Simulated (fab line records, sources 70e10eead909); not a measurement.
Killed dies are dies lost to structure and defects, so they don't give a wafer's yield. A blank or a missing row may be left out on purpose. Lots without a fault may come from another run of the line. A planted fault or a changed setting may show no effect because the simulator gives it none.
A struck lot beside a sound one | flow nand_harc | 14 steps out of a route of 1159
Sound: wafers L362.3, L362.5, L362.6. Struck: wafers L381.1, L381.2, L381.4. The cause comes at the end.
At each step with rows: each side's tool, then ch and its chambers, then its first start. Under that, the readings that differ: sound wafers | struck wafers | difference of the means | sigmas: that difference in standard deviations of wafers without a fault.
alike: readings whose means differ by less than 2 such deviations, and words and numbers that are the same on both sides. not compared: withheld readings, readings that some wafer has no value for, bounds like >300 that may hide the same value, and numbers for which the record gives no deviation and whose values overlap.
The two part at a step that has a row with sigmas, a row that says differs or no value, or rows on one side only. Numbers that don't overlap but have no deviation are shown without sigmas and don't part them. A reading that every wafer of one side lacks parts them only if that side has two wafers or more.

NHARC_A_ONON_D1_THK_MEAS_30: measures by ellipsometry.
  sound on film_metro-02, day 8 05:31; struck on film_metro-01, day 12 12:35
  alike: thk_nm
NHARC_A_ONON_D1_DEP_33: deposits SiO2, target thk 200 nm.
  sound on pecvd-04 ch 0,2, day 8 05:38; struck on pecvd-04 ch 1,2, day 12 12:41
  alike: heater_power_w, mfc_precursor_sccm, throttle_valve_pct
  not compared: since_wet_clean_h
NHARC_A_ONON_D1_THK_MEAS_34: measures by ellipsometry.
  sound on film_metro-02, day 8 06:00; struck on film_metro-02, day 12 13:06
  alike: thk_nm
NHARC_A_ONON_D1_INSPECT_32:
  sound on defect_inspect-01, day 8 06:04; struck on defect_inspect-02, day 12 13:11
  alike: raw_defect_count
NHARC_A_CHANNEL_HOLE_D1_DEP_00: deposits aC, target thk 3100 nm.
  sound on acl_dep-01 ch 0, day 8 11:22; struck on acl_dep-01 ch 0, day 12 14:40
  alike: throttle_valve_pct
NHARC_A_CHANNEL_HOLE_D1_DEP_01: deposits SiON, target thk 140 nm.
  sound on pecvd-02 ch 0,1,2, day 8 12:41; struck on pecvd-03 ch 0,1, day 12 16:37
  alike: heater_power_w
  not compared: since_wet_clean_h
then, 5 steps without rows for these wafers: NHARC_A_CHANNEL_HOLE_D1_DEHYDRATE_02 (time 120 s); NHARC_A_CHANNEL_HOLE_D1_HMDS_03 (time 30 s); NHARC_A_CHANNEL_HOLE_D1_COAT_36 (time 75 s); NHARC_A_CHANNEL_HOLE_D1_COAT_37 (time 65 s); NHARC_A_CHANNEL_HOLE_D1_COAT_04 (resist thk 90 nm).
NHARC_A_CHANNEL_HOLE_D1_SOFTBAKE_05: time 55 s.
  sound on litho_track-06 ch 0, day 8 12:00; struck on litho_track-04 ch 0, day 12 16:00
  reading                  | sound                | struck               | difference | sigmas
  heater_power_total_W (W) | 188.46 188.46 188.62 | 203.98 203.96 204.19 | +15.53     | +99 or more
then, 1 step without rows for these wafers: NHARC_A_CHANNEL_HOLE_D1_EBR_06.
-- the record jumps here: 11 days lie between the struck wafers' starts before and after (it left off in module A_CHANNEL_HOLE_D1 and takes up again in module END, whose first step shown is number 1159 of the route) --
NHARC_END_SORT_01:
  sound on prober-01 ch 0, day 20 03:01; struck on prober-01 ch 0, day 23 20:26
  reading             | sound    | struck   | difference | sigmas
  killed_at_array     | 17 27 25 | 53 43 45 | +24        | +2
  killed_at_periphery | 1 1 0    | 8 3 10   | +6         | +3
  killed_dies         | 18 28 26 | 61 47 55 | +30        | +3
  alike: killed_at_other, killed_open, killed_short

WHERE THEY PART
First at NHARC_A_CHANNEL_HOLE_D1_SOFTBAKE_05; last, within this record, at NHARC_END_SORT_01.

WHY: what the simulator had put in
Process parameter drift: litho_track-04, from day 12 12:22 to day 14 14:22, at NHARC_A_CHANNEL_HOLE_D1_SOFTBAKE_05. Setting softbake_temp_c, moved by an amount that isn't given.
